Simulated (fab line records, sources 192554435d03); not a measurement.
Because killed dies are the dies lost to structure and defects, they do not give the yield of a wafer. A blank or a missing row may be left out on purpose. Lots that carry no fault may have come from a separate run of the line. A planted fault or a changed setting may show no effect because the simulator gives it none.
Chamber matching + flow n5Finfet + N5_BEOL_M10_CURE_71 on uvCure-03 has 3 sister chambers
The step cures SiCOH lowk, time 240 s. 3 wafers are shown with their chamber, then 9 later ones without.

## WAFERS WITH THEIR CHAMBER
| wafer  | chamber | wafer_temp_C_max |
|--------|---------|------------------|
| L083.6 | 2       | 385.7            |
| L087.6 | 0       | 386.3            |
| L088.6 | 1       | 386.3            |

## WAFERS WITH NO CHAMBER GIVEN
| wafer  | wafer_temp_C_max |
|--------|------------------|
| L092.2 | 386.1            |
| L092.3 | 386.1            |
| L092.5 | 385.9            |
| L095.3 | 386.3            |
| L095.4 | 386.6            |
| L095.5 | 386.5            |
| L097.1 | 386.1            |
| L097.2 | 386.8            |
| L097.6 | 386.2            |

## WHICH CHAMBER EACH WENT THROUGH
| wafer  | from the rows above          | in truth |
|--------|------------------------------|----------|
| L092.2 | can't be placed: 0 or 1 or 2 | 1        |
| L092.3 | can't be placed: 0 or 1 or 2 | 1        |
| L092.5 | can't be placed: 2 or 0 or 1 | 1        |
| L095.3 | can't be placed: 0 or 1      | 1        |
| L095.4 | can't be placed: 0 or 1      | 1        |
| L095.5 | can't be placed: 0 or 1      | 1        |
| L097.1 | can't be placed: 0 or 1 or 2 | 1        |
| L097.2 | can't be placed: 0 or 1      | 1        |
| L097.6 | can't be placed: 0 or 1 or 2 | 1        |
Correctly placed: 0 of 9. These rows do not allow placing 9 (true chamber among the candidates in 9). Wrongly placed: 0.
How it was worked out, from the rows above alone: a wafer's distance from a chamber is the root of the sum, over the readings, of the square of ((its reading less the chamber's mean) divided by the reading's scatter). If the next closest chamber is less than 2 further off than the closest, the wafer can't be placed; otherwise it belongs to the closest. The mean given for a chamber averages the wafers shown for that chamber. The scatter: with one shown wafer a chamber, the root of the mean of the squares of how far each hidden wafer lies from its nearest shown one.
